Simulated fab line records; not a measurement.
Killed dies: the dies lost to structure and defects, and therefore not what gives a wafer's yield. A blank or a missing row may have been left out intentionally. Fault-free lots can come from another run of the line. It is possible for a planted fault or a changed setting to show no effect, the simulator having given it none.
fab line records	flow n5-finfet
record lots=7	wafers=39
route steps=1938 shown ZERO_LAYER@16 FIN_SAQP@96 DUMMY_GATE@220 SDB@373 DUMMY_REMOVAL@380 BEOL_M0_SAQP@640
start-h: hours from the record's opening day to when the first of the lot's shown wafers began	wait-h: time in hours since the lot's previous step	" same as the row above	L1.1+2: several wafers, shown together as one row	- either no value or no given start	* or withheld: withheld	< > ~ a bound
route shown NAME@n: names a module that has steps shown in the file, with the first one's number in the route	usual: mean/standard deviation taken from wafers without a fault	same: alike in all rows	chamber/n: place in a boat	sites: each site's reading	_std_site: their standard deviation	_edge_site: outer sites' mean less inner sites'	radius-mm: how far each site lies from the wafer's centre	mask NAME#n: copy n	behind: tool/chamber where the wafer was last shaped	hold: what put the lot on hold/how long, in hours/how the hold closed	device: which transistor (n, p or np) failed to switch	end of line: the tests these same wafers got at the end of their route	where a step has no rows: the recipe by itself	killed: dies that structure and defects cost at the first sort, which is not the same as the wafer's yield	map: a wafer's dies, x killed, . not, _ none there
set.NAME: the setting that was run; set.NAME@STEP: the one run at that earlier step	model.NAME: the simulator's own value behind a step, which no gauge read
lots run with intentionally changed settings; tables by step, rows by wafer
## steps
# step N5_ZERO_LAYER_ETCH_18
# recipe chemistry=HBr/Cl2	target=Si	target-depth-a=1200	time-s=40	pressure-mtorr=10	icp-w=800	bias-w=75	HBr_flow_sccm=150	Cl2_flow_sccm=80
lot.wafer	tool	chamber	start-h	wait-h	set.target-depth-a	model.etch.depth-nm	model.ZERO_LAYER.feature-depth-nm	model.coat_of_ZERO_LAYER_COAT_05.thk-nm
L074.1	rie-si-03	3	13.06	0.0	1200	122.1	122.1	929.5
L074.2	"	2	"	"	817.9	78.67	78.67	944.6
L074.3	"	1	"	"	1200	117.6	117.6	929.9
L074.4	"	0	"	"	817.9	79.9	79.9	943.2
L074.5	"	1	"	"	817.9	80.38	80.38	941.6
L074.6	"	0	"	"	1200	117.6	117.6	934.8
L077.1	rie-si-01	1	31.15	0.0	1200	117.9	117.9	929.8
L077.2	"	2	"	"	1200	117.5	117.5	936.1
L077.3	"	0	"	"	1798	184.9	184.9	908
L077.4	"	2	"	"	1200	116.2	116.2	932.3
L077.5	"	1	"	"	1798	178.5	178.5	912.1
L077.6	"	0	"	"	1798	183.1	183.1	910.6
L079.1	rie-si-01	1	42.80	0.0	1200	117.9	117.9	931.3
L079.2	"	0	"	"	1200	123.5	123.5	932.8
L079.3	"	2	"	"	1200	117.1	117.1	932.5
L079.4	"	1	"	"	1200	117.6	117.6	930.4
L079.5	"	2	"	"	1200	117.1	117.1	931.6
L079.6	"	0	"	"	1200	123.5	123.5	927.7
L081.1	rie-si-06	3	55.26	0.0	1200	120.7	120.7	934.4
L081.2	"	2	"	"	1200	116.4	116.4	931.7
L081.4	"	1	"	"	1200	122	122	935.1
L082.1	rie-si-06	1	60.92	0.0	889	91.11	91.11	941.5
L082.2	"	0	"	"	1200	118.2	118.2	933.5
L082.3	"	2	"	"	1200	117.4	117.4	934.4
L082.4	"	3	"	"	889	91.09	91.09	943.3
L082.5	"	3	"	"	1200	122.5	122.5	930.4
L082.6	"	0	"	"	889	87.45	87.45	943.3
L092.1	rie-si-03	0	120.84	0.0	1200	118.3	118.3	929.3
L092.2	"	2	"	"	873.8	85.01	85.01	940.6
L092.3	"	3	"	"	1200	120.3	120.3	928.9
L092.4	"	1	"	"	873.8	86.1	86.1	936.7
L092.5	"	2	"	"	873.8	84.33	84.33	939.6
L092.6	"	1	"	"	1200	118.9	118.9	931.8
L096.1	rie-si-01	1	144.92	0.0	1200	119	119	927.2
L096.2	"	3	"	"	1487	150.4	150.4	918.9
L096.3	"	2	"	"	1200	118.1	118.1	928
L096.4	"	0	"	"	1200	121.8	121.8	926.5
L096.5	"	3	"	"	1487	149.8	149.8	919.5
L096.6	"	0	"	"	1487	151.6	151.6	916.8
# step N5_ZERO_LAYER_STRIP_24
# recipe chemistry=O2	power-w=1000	temp-c=250	overash-fraction=0.3	pressure-mtorr=1000	o2-flow-sccm=6750
# usual strip-time-to-endpoint-s=43.88/0.094
lot.wafer	tool	chamber	start-h	wait-h	set.target-depth-a@ZERO_LAYER_ETCH_18	strip-time-to-endpoint-s
L074.1	plasma-asher-02	1	13.16	0.1	1200	43.81
L074.2	"	0	"	"	817.9	44.26
L074.3	"	0	"	"	1200	43.82
L074.4	"	1	"	"	817.9	44.22
L074.5	"	1	"	"	817.9	44.20
L074.6	"	0	"	"	1200	43.97
L077.1	plasma-asher-02	0	31.26	0.1	1200	43.84
L077.2	"	1	"	"	1200	44.01
L077.3	"	1	"	"	1798	43.17
L077.4	"	0	"	"	1200	43.89
L077.5	"	1	"	"	1798	43.30
L077.6	"	0	"	"	1798	43.25
L079.1	plasma-asher-02	0	42.91	0.1	1200	43.88
L079.2	"	1	"	"	1200	43.92
L079.3	"	0	"	"	1200	43.91
L079.4	"	1	"	"	1200	43.85
L079.5	"	0	"	"	1200	43.90
L079.6	"	1	"	"	1200	43.78
L081.1	plasma-asher-02	0	55.38	0.1	1200	43.96
L081.2	"	1	"	"	1200	43.88
L081.4	"	0	"	"	1200	44.00
L082.1	plasma-asher-02	1	61.02	0.1	889	44.17
L082.2	"	0	"	"	1200	43.93
L082.3	"	0	"	"	1200	43.98
L082.4	"	1	"	"	889	44.23
L082.5	"	0	"	"	1200	43.85
L082.6	"	1	"	"	889	44.24
L092.1	plasma-asher-01	0	120.94	0.1	1200	43.82
L092.2	"	1	"	"	873.8	44.15
L092.3	"	0	"	"	1200	43.80
L092.4	"	1	"	"	873.8	44.03
L092.5	"	1	"	"	873.8	44.12
L092.6	"	0	"	"	1200	43.90
L096.1	plasma-asher-02	0	145.03	0.1	1200	43.74
L096.2	"	1	"	"	1487	43.50
L096.3	"	1	"	"	1200	43.76
L096.4	"	0	"	"	1200	43.74
L096.5	"	0	"	"	1487	43.52
L096.6	"	1	"	"	1487	43.43
# step N5_FIN_SAQP_HM_DEP_03
# recipe material=SiNx	target-thk-a=380	temp-c=400	precursor=SiH4/NH3/N2	pressure-torr=1.5	rf-w=300	time-s=33.6
lot.wafer	tool	chamber	start-h	wait-h	set.target-thk-a	model.SiNx_of_FIN_SAQP_HM_DEP_03.thk-nm
L074.1	pecvd-03	1	21.42	0.2	558.8	55.88
L074.2	"	2	"	"	380	38.42
L074.3	"	0	"	"	380	37.85
L074.4	"	2	"	"	380	39.11
L074.5	"	1	"	"	558.8	56.58
L074.6	"	0	"	"	558.8	57.21
L077.1	pecvd-01	1	38.96	0.2	500.6	49.48
L077.2	"	0	"	"	380	37.88
L077.3	"	1	"	"	380	37.96
L077.4	"	0	"	"	500.6	50.55
L077.5	"	0	"	"	500.6	50.5
L077.6	"	1	"	"	380	37.87
L079.1	pecvd-02	2	51.19	0.3	603	60.1
L079.2	"	1	"	"	603	60.8
L079.3	"	0	"	"	603	59.88
L079.4	"	0	"	"	380	38.22
L079.5	"	1	"	"	380	38.97
L079.6	"	2	"	"	380	38.85
L081.1	pecvd-02	1	64.12	0.2	380	38
L081.2	"	2	"	"	380	37.73
L081.4	"	0	"	"	380	38.13
L082.1	pecvd-02	0	69.29	0.3	380	37.71
L082.2	"	1	"	"	380	38.48
L082.3	"	2	"	"	380	37.84
L082.4	"	0	"	"	380	38.75
L082.5	"	2	"	"	380	38.45
L082.6	"	1	"	"	380	38.7
L092.1	pecvd-02	1	128.37	0.2	557.8	55.58
L092.2	"	2	"	"	557.8	55.28
L092.3	"	0	"	"	380	37.79
L092.4	"	0	"	"	380	38.61
L092.5	"	2	"	"	557.8	55.47
L092.6	"	1	"	"	380	38.85
L096.1	pecvd-03	1	152.62	0.2	186.7	18.21
L096.2	"	2	"	"	380	38.24
L096.3	"	2	"	"	380	38.69
L096.4	"	1	"	"	186.7	19.02
L096.5	"	1	"	"	380	38.42
L096.6	"	2	"	"	186.7	19.25
# step N5_FIN_SAQP_THK_MEAS_05
# usual thk-nm=38.2/0.51
lot.wafer	tool	chamber	start-h	wait-h	set.target-thk-a@FIN_SAQP_HM_DEP_03	thk-nm
L074.1	film-metro-02	-	21.51	0.1	558.8	55.9
L074.2	"	-	"	"	380	38.4
L074.3	"	-	"	"	380	37.8
L074.4	"	-	"	"	380	39.1
L074.5	"	-	"	"	558.8	56.6
L074.6	"	-	"	"	558.8	57.2
L077.1	film-metro-02	-	39.07	0.1	500.6	49.5
L077.2	"	-	"	"	380	37.9
L077.3	"	-	"	"	380	38.0
L077.4	"	-	"	"	500.6	50.6
L077.5	"	-	"	"	500.6	50.5
L077.6	"	-	"	"	380	37.9
L079.1	film-metro-01	-	51.28	0.1	603	60.1
L079.2	"	-	"	"	603	60.7
L079.3	"	-	"	"	603	59.9
L079.4	"	-	"	"	380	38.3
L079.5	"	-	"	"	380	38.9
L079.6	"	-	"	"	380	38.8
L081.1	film-metro-02	-	64.21	0.1	380	38.0
L081.2	"	-	"	"	380	37.7
L081.4	"	-	"	"	380	38.1
L082.1	film-metro-02	-	69.38	0.1	380	37.7
L082.2	"	-	"	"	380	38.5
L082.3	"	-	"	"	380	37.9
L082.4	"	-	"	"	380	38.7
L082.5	"	-	"	"	380	38.5
L082.6	"	-	"	"	380	38.7
L092.1	film-metro-02	-	128.45	0.1	557.8	55.6
L092.2	"	-	"	"	557.8	55.3
L092.3	"	-	"	"	380	37.7
L092.4	"	-	"	"	380	38.6
L092.5	"	-	"	"	557.8	55.5
L092.6	"	-	"	"	380	38.9
L096.1	film-metro-01	-	152.73	0.1	186.7	18.2
L096.2	"	-	"	"	380	38.3
L096.3	"	-	"	"	380	38.7
L096.4	"	-	"	"	186.7	19.1
L096.5	"	-	"	"	380	38.4
L096.6	"	-	"	"	186.7	19.2
# step N5_FIN_SAQP_PECVD_47
# recipe material=a-Si	target-thk-a=450	temp-c=400	precursor=SiH4/He	pressure-torr=3	rf-w=100	time-s=36.3
# step N5_FIN_SAQP_PECVD_48
# recipe material=SiNx	target-thk-a=250	temp-c=400	precursor=SiH4/NH3/N2	pressure-torr=1.5	rf-w=300	time-s=22.1
# step N5_FIN_SAQP_MANDREL2_REMOVE_60
# recipe chemistry=HBr/Cl2/O2	bt-time-s=10	target=a-Si	stop-on=SiNx	endpoint=OES-SiCl	over-etch-frac=1	icp-w=600	bias-w=22	HBr_flow_sccm=150	Cl2_flow_sccm=80	O2_flow_sccm=5	pressure-mtorr=10
# step N5_FIN_SAQP_HM_OPEN_33
# recipe chemistry=CH3F/O2	target=SiNx	mask-material=SiO2	target-depth-a=494	time-s=70.6	pressure-mtorr=30	source-w=395	bias-w=73	Ar_flow_sccm=150	CH3F_flow_sccm=30	O2_flow_sccm=20	ion-energy-ev=120	ends=cleared
# usual etch-rf-on-time-s=69.4/1.9
lot.wafer	tool	chamber	start-h	wait-h	set.target-thk-a@FIN_SAQP_HM_DEP_03	etch-rf-on-time-s	model.etch.depth-nm
L074.1	rie-diel-04	3	26.03	0.2	558.8	101.2	55.25
L074.2	"	0	"	"	380	68.9	37.76
L074.3	"	2	"	"	380	67.3	37.22
L074.4	"	1	"	"	380	72.0	38.17
L074.5	"	1	"	"	558.8	105.7	55.93
L074.6	"	2	"	"	558.8	101.9	56.26
L077.1	rie-diel-05	3	43.79	0.3	500.6	91.5	48.54
L077.2	"	1	"	"	380	71.1	37.22
L077.3	"	2	"	"	380	67.7	37.34
L077.4	"	0	"	"	500.6	94.9	49.92
L077.5	"	1	"	"	500.6	94.7	49.56
L077.6	"	0	"	"	380	70.7	37.21
L079.1	rie-diel-06	1	56.02	0.0	603	107.3	59.29
L079.2	"	3	"	"	603	112.0	60.18
L079.3	"	0	"	"	603	113.9	59.25
L079.4	"	2	"	"	380	69.2	37.59
L079.5	"	0	"	"	380	74.0	38.35
L079.6	"	1	"	"	380	68.7	38.03
L081.1	rie-diel-06	1	68.74	0.1	380	67.6	37.37
L081.2	"	2	"	"	380	68.9	37.08
L081.4	"	1	"	"	380	67.4	37.51
L082.1	rie-diel-04	3	74.44	0.0	380	67.6	37.06
L082.2	"	2	"	"	380	67.7	37.53
L082.3	"	0	"	"	380	69.2	37.21
L082.4	"	1	"	"	380	71.3	38.13
L082.5	"	1	"	"	380	71.1	37.8
L082.6	"	2	"	"	380	68.2	38.07
L092.1	rie-diel-05	3	134.00	0.1	557.8	102.1	54.77
L092.2	"	2	"	"	557.8	99.5	54.66
L092.3	"	1	"	"	380	66.9	37.16
L092.4	"	2	"	"	380	68.4	37.98
L092.5	"	1	"	"	557.8	99.2	54.84
L092.6	"	3	"	"	380	71.7	38.23
L096.1	rie-diel-04	1	157.53	0.4	186.7	32.5	17.27
L096.2	"	3	"	"	380	69.8	37.58
L096.3	"	0	"	"	380	71.3	38.07
L096.4	"	2	"	"	186.7	34.0	18.39
L096.5	"	3	"	"	380	69.6	37.79
L096.6	"	0	"	"	186.7	34.8	18.6
# step N5_DUMMY_GATE_HM_DEP_06
# recipe material=SiNx	target-thk-a=800	precursor=DCS/NH3	temp-c=700	pressure-mtorr=300	time-s=5141
lot.wafer	tool	chamber	start-h	wait-h	set.time-s	model.SiNx_of_DUMMY_GATE_HM_DEP_06.thk-nm
L074.1+3	-	-	-	0.0	5141	79.8
L074.2	"	-	"	"	5141	79.4
L074.4	"	-	"	"	5141	79.6
L074.5	"	-	"	"	5141	80.2
L074.6	"	-	"	"	5141	78.8
L077.1	-	-	-	0.0	2442	37.6
L077.2	"	-	"	"	2442	38.2
L077.3+5+6	"	-	"	"	2442	38
L077.4	"	-	"	"	2442	37.8
L079.1+2	-	-	-	0.0	2678	43.4
L079.3	"	-	"	"	2678	42.6
L079.4	"	-	"	"	2678	42.8
L079.5	"	-	"	"	2678	42.2
L079.6	"	-	"	"	2678	42.4
L081.1	lpcvd-02	0/15	84.89	0.0	5141	81.2
L081.2	"	0/20	"	"	5141	80
L081.4	"	0/29	"	"	5141	79.8
L082.1	-	-	-	0.0	5141	81
L082.2+6	"	-	"	"	5141	81.2
L082.3	"	-	"	"	5141	80.8
L082.4	"	-	"	"	5141	80.2
L082.5	"	-	"	"	5141	80.6
L092.1+4	-	-	-	0.0	6965	109
L092.2+6	"	-	"	"	6965	109.2
L092.3	"	-	"	"	6965	109.4
L092.5	"	-	"	"	6965	108.8
L096.1	-	-	-	0.0	5943	92.8
L096.2+6	"	-	"	"	5943	92.6
L096.3	"	-	"	"	5943	92
L096.4+5	"	-	"	"	5943	93
# step N5_SDB_ALD_29
# recipe material=SiNx	target-thk-a=300	temp-c=400	ald-precursor-family=SiH2I2	ald-co-reactant=N2/H2-plasma	pulse-time-s=1	ald-cycles=600	purge-time-s=2	co-reactant-purge-time-s=2	pressure-torr=2
lot.wafer	tool	chamber	start-h	wait-h	set.ald-cycles	model.SiNx_of_SDB_ALD_29.thk-nm
L074.1+4	ald-sin-01	1,3	67.42	0.0	470	23.4
L074.2	"	2	"	"	470	23.2
L074.3+6	"	0	"	"	600	30
L074.5	"	1	68.77	1.4	600	29.8
L077.1	ald-sin-03	2	85.32	0.0	600	29.8
L077.2+6	"	1	"	"	600	29.6
L077.3	"	0	"	"	374	18.4
L077.4	"	3	"	"	374	18.8
L077.5	"	2	86.67	1.4	374	18.6
L079.1	ald-sin-02	0	97.08	0.0	600	30.2
L079.2	"	2	"	"	600	29.8
L079.3+4	"	1,3	"	"	882	44
L079.5	"	0	98.43	1.4	600	30
L079.6	"	1	"	"	882	44.4
L081.1+4	ald-sin-02	3,1	109.28	1.0	600	30
L081.2	"	2	"	"	600	29.8
L082.1+3	ald-sin-03	2,3	118.44	0.0	938	47
L082.2+6	"	0	"	"	600	29.6
L082.4	"	1	"	"	938	46.8
L082.5	"	3	119.80	1.4	600	30.2
L092.1	ald-sin-02	2	173.10	0.0	600	30
L092.2+4	"	3,0	"	"	600	30.2
L092.3+5+6	"	1,0,1	"	"	309	15.6
L096.1+4	ald-sin-02	2,0	203.45	0.0	600	30
L096.2	"	3	"	"	600	30.2
L096.3+5+6	"	1,3,2	"	"	600	29.8
# step N5_SDB_CMP_30
# recipe stop-on=poly-Si	t-overpolish-s=1.54	post-cmp-clean=alkaline-brush	down-force-psi=4.1491	platen-rpm=51.796	pad-velocity-m-s=1.0306	target-thk-nm=30
# step N5_DUMMY_REMOVAL_DUMMY_REMOVE_02
# recipe chemistry=TMAH	temp-c=70	target=poly-Si	stop-on=SiO2	target-depth-nm=142	conc-wt-pct=5	time-s=57	dry=ipa-marangoni	rinse-time-s=30	rinse-temp-c=23
# step N5_DUMMY_REMOVAL_PRECLEAN_08
# recipe chemistry=NF3:NH3	afs-cycles=2	temp-c=30	time-s=20	sublimation-temp-c=180	sublimation-time-s=60	pressure-torr=3	rf-power-w=30
lot.wafer	tool	chamber	start-h	wait-h	set.ald-cycles@SDB_ALD_29	model.SiNx_of_SDB_ALD_29.thk-nm
L074.1+2	remote-plasma-02	0	70.74	0.0	470	22.6
L074.3+6	"	0	"	"	600	29.2
L074.4	"	0	"	"	470	22.8
L074.5	"	0	"	"	600	29
L077.1	remote-plasma-02	0	88.64	0.0	600	29
L077.2+6	"	0	"	"	600	28.8
L077.3	"	0	"	"	374	17.8
L077.4	"	0	"	"	374	18.2
L077.5	"	0	"	"	374	18
L079.1	remote-plasma-02	0	100.40	0.0	600	29.4
L079.2	"	0	"	"	600	29
L079.3	"	0	"	"	882	32.8
L079.4	"	0	"	"	882	28.2
L079.5	"	0	"	"	600	29.2
L079.6	"	0	"	"	882	32
L081.1+4	remote-plasma-02	0	112.61	0.0	600	29.2
L081.2	"	0	"	"	600	29
L082.1+4	remote-plasma-02	1	121.81	0.0	938	27.8
L082.2+6	"	1	"	"	600	28.8
L082.3	"	1	"	"	938	30.2
L082.5	"	1	"	"	600	29.4
L092.1	remote-plasma-02	1	176.46	0.0	600	29.2
L092.2+4	"	1	"	"	600	29.4
L092.3+5+6	"	1	"	"	309	15.2
L096.1+2+4	remote-plasma-02	1	206.78	0.0	600	29.2
L096.3+5+6	"	1	"	"	600	29
# step N5_BEOL_M0_SAQP_HM_DEP_111
# recipe material=SiO2	target-thk-a=120	temp-c=400	precursor=SiH4/N2O	pressure-torr=0.75	rf-w=275	time-s=7.2
lot.wafer	tool	chamber	start-h	wait-h	set.target-thk-a	model.SiO2_of_BEOL_M0_SAQP_HM_DEP_111.thk-nm
L074.1+2+3+5+6	pecvd-02	2,0,1,0,2	107.58	0.0	120	12
L074.4	"	1	"	"	120	12.2
L077.1+2+3+4+5	pecvd-02	2,1,0,0,2	125.63	0.0	120	11.8
L077.6	"	1	"	"	120	12
L079.1	pecvd-04	2	134.42	0.0	120	12
L079.2	"	1	"	"	120	12.6
L079.3	"	0	"	"	95.19	9.8
L079.4	"	0	"	"	120	12.2
L079.5	"	1	"	"	95.19	10.2
L079.6	"	2	"	"	95.19	9.6
L081.1	pecvd-04	1	149.30	0.0	120	12.8
L081.2	"	2	"	"	120	12.2
L081.4	"	2	"	"	120	12.4
L082.1+2	pecvd-01	2,0	155.25	0.0	62.11	6.2
L082.3+4+6	"	1,1,2	"	"	120	12
L082.5	"	0	"	"	62.11	6.6
L092.1+5	pecvd-01	0,2	215.26	0.0	69.16	6.6
L092.2	"	1	"	"	120	11.4
L092.3	"	2	"	"	120	11.6
L092.4	"	0	"	"	69.16	7
L092.6	"	1	"	"	120	11.8
L096.1+2	pecvd-02	0,1	245.59	0.0	169.1	16.6
L096.3	"	2	"	"	120	11.8
L096.4+5	"	1,2	"	"	120	12
L096.6	"	0	"	"	169.1	16.8
# step N5_BEOL_M0_SAQP_COAT_81
# recipe resist=SOC	temp-c=250	time-s=60	spin-rpm=1500	resist-thk-nm=100
# step N5_BEOL_M0_SAQP_COAT_82
# recipe resist=SiARC	temp-c=220	time-s=60	spin-rpm=1500	resist-thk-nm=30
# step N5_BEOL_M0_SAQP_ETCH_84
# recipe chemistry=N2/H2	target=SOC	target-depth-a=1000	overetch-a=200	mask-material=SiARC	temp-c=40	time-s=150	ion-energy-ev=200	pressure-mtorr=30	source-w=840	bias-w=150	n2-flow-sccm=200	h2-flow-sccm=200
# step N5_BEOL_M0_SAQP_STRIP_80
# recipe chemistry=N2/H2	temp-c=40	n2-flow-sccm=200	h2-flow-sccm=200	rf-frequency-hz=6e+07
# step N5_BEOL_M0_SAQP_HM_OPEN_112
# recipe chemistry=CHF3/O2	target=SiO2	stop-on=a-Si	target-depth-a=120	over-etch-frac=1.25	mask-material=SOC	time-s=13.5	pressure-mtorr=30	source-w=650	bias-w=170	Ar_flow_sccm=200	CHF3_flow_sccm=50	O2_flow_sccm=5	ion-energy-ev=200	ends=end-point
lot.wafer	tool	chamber	start-h	wait-h	set.target-thk-a@BEOL_M0_SAQP_HM_DEP_111	model.etch.depth-nm
L074.1	rie-diel-02	2	108.65	0.0	120	11.92
L074.2	"	1	"	"	120	12.03
L074.3	"	3	"	"	120	11.94
L074.4	"	0	"	"	120	12.16
L074.5	"	1	"	"	120	12.08
L074.6	"	0	"	"	120	11.97
L077.1	rie-diel-03	2	126.35	0.0	120	11.85
L077.2	"	3	"	"	120	11.86
L077.3	"	0	"	"	120	11.84
L077.4+5	"	1,2	"	"	120	11.79
L077.6	"	1	"	"	120	12.02
L079.1	rie-diel-02	2	135.16	0.0	120	11.97
L079.2	"	3	"	"	120	12.68
L079.3	"	1	"	"	95.19	9.835
L079.4	"	0	"	"	120	12.27
L079.5	"	1	"	"	95.19	10.23
L079.6	"	2	"	"	95.19	9.624
L081.1	rie-diel-01	3	150.03	0.0	120	12.78
L081.2	"	2	"	"	120	12.12
L081.4	"	2	"	"	120	12.31
L082.1	rie-diel-03	3	155.98	0.0	62.11	6.119
L082.2	"	2	"	"	62.11	6.169
L082.3	"	0	"	"	120	11.9
L082.4	"	3	"	"	120	12.05
L082.5	"	2	"	"	62.11	6.552
L082.6	"	0	"	"	120	12
L092.1	rie-diel-02	3	216.05	0.0	69.16	6.669
L092.2	"	0	"	"	120	11.49
L092.3	"	1	"	"	120	11.59
L092.4	"	1	"	"	69.16	7.038
L092.5	"	3	"	"	69.16	6.651
L092.6	"	0	"	"	120	11.84
L096.1	rie-diel-03	2	246.19	0.0	169.1	16.52
L096.2	"	0	"	"	169.1	16.6
L096.3	"	1	"	"	120	11.84
L096.4	"	0	"	"	120	12.06
L096.5	"	1	"	"	120	12.07
L096.6	"	2	"	"	169.1	16.85
## key
split step=N5_ZERO_LAYER_ETCH_18	setting=target-depth-a	stated=1200	by=wafer
response step=N5_ZERO_LAYER_ETCH_18	reading=model.etch.depth-nm	change=+1.26	per=1%	r=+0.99
response step=N5_ZERO_LAYER_ETCH_18	reading=model.ZERO_LAYER.feature-depth-nm	change=+1.26	per=1%	r=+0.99
response step=N5_ZERO_LAYER_ETCH_18	reading=model.coat_of_ZERO_LAYER_COAT_05.thk-nm	change=-0.403	per=1%	r=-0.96
response step=N5_ZERO_LAYER_STRIP_24	reading=strip-time-to-endpoint-s	change=*	per=1%	r=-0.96
split step=N5_FIN_SAQP_HM_DEP_03	setting=target-thk-a	stated=380	by=wafer
response step=N5_FIN_SAQP_HM_DEP_03	reading=model.SiNx_of_FIN_SAQP_HM_DEP_03.thk-nm	change=+0.376	per=1%	r=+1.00
response step=N5_FIN_SAQP_THK_MEAS_05	reading=thk-nm	change=*	per=1%	r=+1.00
response step=N5_FIN_SAQP_HM_OPEN_33	reading=etch-rf-on-time-s	change=*	per=1%	r=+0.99
response step=N5_FIN_SAQP_HM_OPEN_33	reading=model.etch.depth-nm	change=+0.376	per=1%	r=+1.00
split step=N5_DUMMY_GATE_HM_DEP_06	setting=time-s	stated=5141	by=lot
response step=N5_DUMMY_GATE_HM_DEP_06	reading=model.SiNx_of_DUMMY_GATE_HM_DEP_06.thk-nm	change=+0.8	per=1%	r=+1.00
split step=N5_SDB_ALD_29	setting=ald-cycles	stated=600	by=wafer
response step=N5_SDB_ALD_29	reading=model.SiNx_of_SDB_ALD_29.thk-nm	change=+0.301	per=1%	r=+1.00
response step=N5_DUMMY_REMOVAL_PRECLEAN_08	reading=model.SiNx_of_SDB_ALD_29.thk-nm	shape=bent	at-lowest=15.2	at-stated=29.11	at-highest=28.6
split step=N5_BEOL_M0_SAQP_HM_DEP_111	setting=target-thk-a	stated=120	by=wafer
response step=N5_BEOL_M0_SAQP_HM_DEP_111	reading=model.SiO2_of_BEOL_M0_SAQP_HM_DEP_111.thk-nm	change=+0.116	per=1%	r=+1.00
response step=N5_BEOL_M0_SAQP_HM_OPEN_112	reading=model.etch.depth-nm	change=+0.116	per=1%	r=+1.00
